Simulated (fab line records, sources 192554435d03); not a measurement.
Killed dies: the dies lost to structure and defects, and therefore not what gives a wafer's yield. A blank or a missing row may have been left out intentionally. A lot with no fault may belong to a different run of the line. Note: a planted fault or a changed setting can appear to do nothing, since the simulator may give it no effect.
fab line records ; flow n5Finfet
[record] lots = 7; wafers = 21; lastDay = 16
route steps=1938 shown BEOL_M7@1331 BEOL_M8@1332
lots with no fault: from the same line, run without faults
startH: start of the lot's first displayed wafer, in hours after the record's first day ; waitH: how many hours have passed since the lot's step before this one ; " unchanged from the row above ; L1.1+2: a single row standing in for several wafers ; - either no value or no given start ; * or withheld: withheld ; < > ~ a bound
route shown NAME@n: names a module that has steps shown in the file, with the first one's number in the route ; usual: average and standard deviation across the fault-free wafers ; same: alike in all rows ; chamber/n: place in a boat ; sites: the reading at each site ; _std_site: their standard deviation ; _edge_site: inner sites' mean taken away from outer sites' mean ; radiusMm: how far each site lies from the wafer's centre ; mask NAME#n: copy n ; behind: the last tool/chamber to shape the wafer ; hold: the reason the lot was held/the length of the hold in hours/how it ended ; device: the transistor (n, p or np) that didn't switch ; end of line: the same wafers' tests at the end of the route ; where a step has no rows: the recipe by itself ; killed: the dies lost at the first sort to structure and to defects; this is not the yield of the wafer ; map: per-die view of a wafer (x killed, . not killed, _ where there is no die)
set.NAME: the run value of the setting; set.NAME@STEP: its run value at that earlier step ; model.NAME: the simulator's own value behind a step, which no gauge read
lots at some steps of the route; a table a step, a row a wafer
services: the hour from which a tool's chamber was out of use, counted from the record's first day as startH (under 0 if before that day), plus the number of hours and why
[[steps]]
[step N5_BEOL_M7_INSPECT_58]
[recipe] inspectInstrument = darkfield; mode = postDep
[usual] rawDefectCount = 75/26
lot.wafer;tool;chamber;startH;waitH;rawDefectCount
L511.1;defectInspect-02;-;217.95;0.0;55
L511.2;defectInspect-02;-;217.95;0.0;53
L511.5;defectInspect-02;-;217.95;0.0;47
L514.1;defectInspect-01;-;220.38;0.0;80
L514.3;defectInspect-01;-;220.38;0.0;128
L514.6;defectInspect-01;-;220.38;0.0;108
L515.1;defectInspect-01;-;226.05;0.0;50
L515.2;defectInspect-01;-;226.05;0.0;53
L515.5;defectInspect-01;-;226.05;0.0;96
L519.3;defectInspect-02;-;247.18;0.0;61
L519.4;defectInspect-02;-;247.18;0.0;41
L519.6;defectInspect-02;-;247.18;0.0;77
L524.1;defectInspect-02;-;279.66;0.0;52
L524.3;defectInspect-02;-;279.66;0.0;52
L524.4;defectInspect-02;-;279.66;0.0;58
L520.2;defectInspect-02;-;281.20;0.0;31
L520.3;defectInspect-02;-;281.20;0.0;47
L520.4;defectInspect-02;-;281.20;0.0;53
L528.1;defectInspect-01;-;308.28;0.0;130
L528.3;defectInspect-01;-;308.28;0.0;129
L528.4;defectInspect-01;-;308.28;0.0;88
[step N5_BEOL_M8_ILD_DEP_00]
[recipe] material = SiCOH_lowk; targetThkA = 1797.5; tempC = 300; precursor = DEMS/porogen; pressureTorr = 5; rfW = 500; timeS = 33.4
[usual] heaterPowerW = 309/49; showerheadPlenumPTorr = 5.745/0.016; throttleValvePct = 13.9/0.64
lot.wafer;tool;chamber;startH;waitH;heaterPowerW;showerheadPlenumPTorr;sinceWetCleanH;throttleValvePct
L511.1;pecvd-02;1;217.99;0.0;258;5.765;2009;13.6
L511.2;pecvd-02;0;217.99;0.0;361;5.725;1284;14.9
L511.5;pecvd-02;1;217.99;0.0;267;5.765;-;13.5
L514.1;pecvd-02;0;220.42;0.0;315;5.735;1287;14.9
L514.3;pecvd-02;2;220.42;0.0;374;5.734;533;13.4
L514.6;pecvd-02;2;220.42;0.0;364;5.743;-;13.6
L515.1;pecvd-02;1;226.09;0.0;285;5.751;2017;13.6
L515.2;pecvd-02;0;226.09;0.0;326;5.737;1292;14.9
L515.5;pecvd-02;0;226.09;0.0;347;5.747;-;14.8
L519.3;pecvd-02;0;247.22;0.0;366;5.748;1314;14.7
L519.4;pecvd-02;1;247.22;0.0;304;5.752;-;13.6
L519.6;pecvd-02;0;247.22;0.0;361;5.747;-;14.7
L524.1;pecvd-02;2;279.70;0.0;361;5.736;592;13.7
L524.3;pecvd-02;1;279.70;0.0;286;5.739;2071;13.4
L524.4;pecvd-02;0;279.70;0.0;293;5.752;-;14.8
L520.2;pecvd-04;2;281.24;0.0;267;5.730;231;12.6
L520.3;pecvd-04;0;281.24;0.0;315;5.732;985;13.9
L520.4;pecvd-04;2;281.24;0.0;209;5.749;-;12.6
L528.1;pecvd-02;0;308.32;0.0;374;5.756;1375;14.6
L528.3;pecvd-02;1;308.32;0.0;239;5.762;2100;13.7
L528.4;pecvd-02;2;308.32;0.0;397;5.739;-;13.7
[step N5_BEOL_M8_CURE_74]
[recipe] tempC = 385; timeS = 240; ambient = He/Ar; material = SiCOH_lowk
[usual] lampPowerPct = 52.32/0.053; wafer_temp_C_max = 387.0/0.76
lot.wafer;tool;chamber;startH;waitH;lampPowerPct;wafer_temp_C_max
L511.1;uvCure-03;2;218.05;0.0;52.30;389.0
L511.2;uvCure-03;2;218.05;0.0;52.37;388.5
L511.5;uvCure-03;2;218.05;0.0;52.35;388.2
L514.1;uvCure-02;0;220.75;0.3;52.29;386.8
L514.3;uvCure-02;0;220.75;0.3;52.30;386.6
L514.6;uvCure-02;0;220.75;0.3;52.37;387.3
L515.1;uvCure-02;1;226.15;0.0;52.32;386.9
L515.2;uvCure-02;1;226.15;0.0;52.26;386.7
L515.5;uvCure-02;1;226.15;0.0;52.30;385.9
L519.3;uvCure-01;1;247.44;0.2;52.34;388.0
L519.4;uvCure-01;1;247.44;0.2;52.32;388.3
L519.6;uvCure-01;1;247.44;0.2;52.31;387.4
L524.1;uvCure-01;2;279.77;0.0;52.32;388.6
L524.3;uvCure-01;2;279.77;0.0;52.27;387.1
L524.4;uvCure-01;2;279.77;0.0;52.39;387.6
L520.2;uvCure-01;0;281.38;0.1;52.31;385.6
L520.3;uvCure-01;0;281.38;0.1;52.35;385.9
L520.4;uvCure-01;0;281.38;0.1;52.36;385.7
L528.1;uvCure-03;1;308.39;0.0;52.25;387.3
L528.3;uvCure-03;1;308.39;0.0;52.25;387.4
L528.4;uvCure-03;1;308.39;0.0;52.28;387.0
[step N5_BEOL_M8_THK_MEAS_01]
[recipe] reads = SiCOH_lowk_of_BEOL_M8_ILD_DEP_00
[usual] M8_ILD_THK = 155.2/2.1
lot.wafer;tool;chamber;startH;waitH;M8_ILD_THK[nm]
L511.1;filmMetro-02;-;218.57;0.4;151.2
L511.2;filmMetro-02;-;218.57;0.4;153.9
L511.5;filmMetro-02;-;218.57;0.4;154.1
L514.1;filmMetro-01;-;221.26;0.4;154.4
L514.3;filmMetro-01;-;221.26;0.4;154.0
L514.6;filmMetro-01;-;221.26;0.4;158.3
L515.1;filmMetro-02;-;226.66;0.4;153.8
L515.2;filmMetro-02;-;226.66;0.4;155.3
L515.5;filmMetro-02;-;226.66;0.4;158.1
L519.3;filmMetro-02;-;247.80;0.3;155.5
L519.4;filmMetro-02;-;247.80;0.3;158.1
L519.6;filmMetro-02;-;247.80;0.3;159.5
L524.1;filmMetro-01;-;280.28;0.4;154.1
L524.3;filmMetro-01;-;280.28;0.4;152.5
L524.4;filmMetro-01;-;280.28;0.4;155.8
L520.2;filmMetro-01;-;281.82;0.4;155.8
L520.3;filmMetro-01;-;281.82;0.4;153.2
L520.4;filmMetro-01;-;281.82;0.4;157.3
L528.1;filmMetro-02;-;308.90;0.4;153.7
L528.3;filmMetro-02;-;308.90;0.4;153.4
L528.4;filmMetro-02;-;308.90;0.4;157.5
[step N5_BEOL_M8_PECVD_70]
[recipe] material = SiO2; targetThkA = 200; tempC = 400; precursor = TEOS/O2; pressureTorr = 5.5; rfW = 450; teosFlowSccm = 53.8; gas = O2; flowSccm = 3000; timeS = 22.7
[usual] heaterPowerW = 694/100; showerheadPlenumPTorr = 8.80/0.068; throttleValvePct = 22.4/0.98
lot.wafer;tool;chamber;startH;waitH;heaterPowerW;showerheadPlenumPTorr;sinceWetCleanH;throttleValvePct
L511.1;pecvd-02;1;218.60;0.0;707;8.86;2010;21.9
L511.2;pecvd-02;0;218.60;0.0;771;8.76;1285;24.1
L511.5;pecvd-02;0;218.60;0.0;766;8.78;-;24.2
L514.1;pecvd-02;2;221.29;0.0;830;8.76;534;21.7
L514.3;pecvd-02;0;221.29;0.0;801;8.77;1288;24.1
L514.6;pecvd-02;0;221.29;0.0;797;8.79;-;23.9
L515.1;pecvd-02;0;226.70;0.0;832;8.81;1293;23.9
L515.2;pecvd-02;1;226.70;0.0;704;8.84;2018;22.1
L515.5;pecvd-02;2;226.70;0.0;885;8.76;-;21.8
L519.3;pecvd-04;1;247.83;0.0;680;8.97;1677;22.4
L519.4;pecvd-04;2;247.83;0.0;509;8.79;-;19.9
L519.6;pecvd-04;0;247.83;0.0;695;8.74;-;22.0
L524.1;pecvd-04;2;280.32;0.0;591;8.78;230;19.9
L524.3;pecvd-04;0;280.32;0.0;722;8.75;984;22.2
L524.4;pecvd-04;2;280.32;0.0;583;8.80;-;20.1
L520.2;pecvd-02;1;281.85;0.0;623;8.87;2073;22.2
L520.3;pecvd-02;0;281.85;0.0;787;8.80;1348;23.9
L520.4;pecvd-02;0;281.85;0.0;794;8.77;-;23.8
L528.1;pecvd-02;1;308.94;0.0;734;8.88;2100;21.9
L528.3;pecvd-02;0;308.94;0.0;782;8.79;1375;23.9
L528.4;pecvd-02;0;308.94;0.0;804;8.79;-;24.0
[step N5_BEOL_M8_HM_DEP_02]
[recipe] material = TiN; targetThkA = 200; tempC = 25; chamberPressurePa = 0.49996
[usual] throttleValvePct = 29.6/1.1
lot.wafer;tool;chamber;startH;waitH;throttleValvePct
L511.1;pvdSputter-01;-;218.66;0.0;29.0
L511.2;pvdSputter-01;-;218.66;0.0;31.6
L511.5;pvdSputter-01;-;218.66;0.0;29.0
L514.1;pvdSputter-01;-;221.55;0.2;28.8
L514.3;pvdSputter-01;-;221.55;0.2;30.1
L514.6;pvdSputter-01;-;221.55;0.2;28.8
L515.1;pvdSputter-03;-;227.33;0.6;29.6
L515.2;pvdSputter-03;-;227.33;0.6;27.7
L515.5;pvdSputter-03;-;227.33;0.6;30.0
L519.3;pvdSputter-03;-;248.75;0.9;29.6
L519.4;pvdSputter-03;-;248.75;0.9;29.8
L519.6;pvdSputter-03;-;248.75;0.9;29.8
L524.1;pvdSputter-01;-;281.79;1.5;28.5
L524.3;pvdSputter-01;-;281.79;1.5;30.5
L524.4;pvdSputter-01;-;281.79;1.5;31.4
L520.2;pvdSputter-02;-;282.26;0.4;28.7
L520.3;pvdSputter-02;-;282.26;0.4;30.0
L520.4;pvdSputter-02;-;282.26;0.4;30.2
L528.1;pvdSputter-01;-;309.03;0.1;28.4
L528.3;pvdSputter-01;-;309.03;0.1;30.0
L528.4;pvdSputter-01;-;309.03;0.1;31.6
[step N5_BEOL_M8_COAT_59]
[recipe] resist = SOC; tempC = 250; timeS = 60; spinRpm = 1500; resistThkNm = 100
[step N5_BEOL_M8_COAT_60]
[recipe] resist = SiARC; tempC = 220; timeS = 60; spinRpm = 1500; resistThkNm = 35
[step N5_BEOL_M8_COAT_05]
[recipe] resist = CAR-ArF; spinRpm = 1500; resistThkNm = 90
[step N5_BEOL_M8_EBR_07]
[recipe] solvent = PGMEA; ebrWidthMm = 1.5
[step N5_BEOL_M8_SOFTBAKE_06]
[recipe] tempC = 110; timeS = 60; resist = CAR-ArF
[step N5_BEOL_M8_EXPOSE_08]
[recipe] maskId = M8; na = 1.35; sourceShape = dipole; sigmaInner = 0.817; sigmaOuter = 0.97; polarization = te; doseMj = 68.25
[step N5_BEOL_M8_PEB_09]
[recipe] pebTempC = withheld; pebTimeS = 60; resist = CAR-ArF
[usual] chillPlateTempC = 23.04/0.11; exhaustPa = 45.1/0.84
lot.wafer;tool;chamber;startH;waitH;chillPlateTempC;exhaustPa
L511.1;lithoTrack-03;-;219.09;0.1;-;-
L511.2;lithoTrack-03;-;219.09;0.1;-;-
L511.5;lithoTrack-03;-;219.09;0.1;-;-
L514.1;lithoTrack-05;-;221.98;0.1;-;-
L514.3;lithoTrack-05;-;221.98;0.1;-;-
L514.6;lithoTrack-05;-;221.98;0.1;-;-
L515.1;lithoTrack-04;-;227.64;0.1;-;-
L515.2;lithoTrack-04;-;227.64;0.1;-;-
L515.5;lithoTrack-04;-;227.64;0.1;-;-
L519.3;lithoTrack-05;0;249.06;0.0;23.08;46.6
L519.4;lithoTrack-05;0;249.06;0.0;23.11;44.2
L519.6;lithoTrack-05;0;249.06;0.0;23.08;46.3
L524.1;lithoTrack-03;0;282.23;0.1;23.05;44.9
L524.3;lithoTrack-03;0;282.23;0.1;23.21;45.4
L524.4;lithoTrack-03;0;282.23;0.1;23.06;45.1
L520.2;lithoTrack-03;0;282.57;0.0;23.35;45.3
L520.3;lithoTrack-03;0;282.57;0.0;23.18;43.6
L520.4;lithoTrack-03;0;282.57;0.0;23.20;44.0
L528.1;lithoTrack-03;0;309.46;0.1;23.29;44.0
L528.3;lithoTrack-03;0;309.46;0.1;23.03;45.4
L528.4;lithoTrack-03;0;309.46;0.1;23.12;44.7
[step N5_BEOL_M8_DEVELOP_10]
[recipe] developTimeS = 30; developer = TMAH; resist = CAR-ArF; rinseLiquid = diw; dry = airSpin; devTempC = 23
[[services]]
tool;chamber;startH;hours;kind
uvCure-02;-;225.05;0.6;repair
uvCure-03;-;258.81;7.5;pm
pecvd-02;0;294.23;2.1;scheduledDown
[[key]]
[firstSign] step = N5_BEOL_M8_PEB_09; reading = toolRecord; direction = missing
effect none on later readings
metAt N5_BEOL_M8_PEB_09
struckWafers L511.1,L511.2,L511.5,L514.1,L514.3,L514.6,L515.1,L515.2,L515.5
laterRowsLeftOut L511.1,L511.2,L511.5,L514.1,L514.3,L514.6,L515.1,L515.2,L515.5
sortLeftOut L511.1,L511.2,L511.5,L514.1,L514.3,L514.6,L515.1,L515.2,L515.5
[earlierFault] kind = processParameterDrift; tool = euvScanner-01; chamber = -; onsetH = 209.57; steps = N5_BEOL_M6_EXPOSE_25; channel = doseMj; offset = 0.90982; shape = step; actsIn = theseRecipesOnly; stated = 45
[earlierFault] kind = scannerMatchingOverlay; tool = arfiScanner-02; chamber = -; onsetH = 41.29; steps = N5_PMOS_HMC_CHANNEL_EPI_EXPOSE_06; offset = 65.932
[fault] kind = skippedStepWhole; tool = lithoTrack-03,lithoTrack-04,lithoTrack-05; chamber = -; onsetH = 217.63; steps = N5_BEOL_M8_PEB_09; scope = struckLotsOnly
// sortLeftOut: the simulated sort isn't trusted on such a fault, so these wafers' sort isn't shown, and their yield isn't known
// laterRowsLeftOut: the simulator's readings of these wafers behind a module that went badly wrong aren't trusted and aren't shown, but for the sort
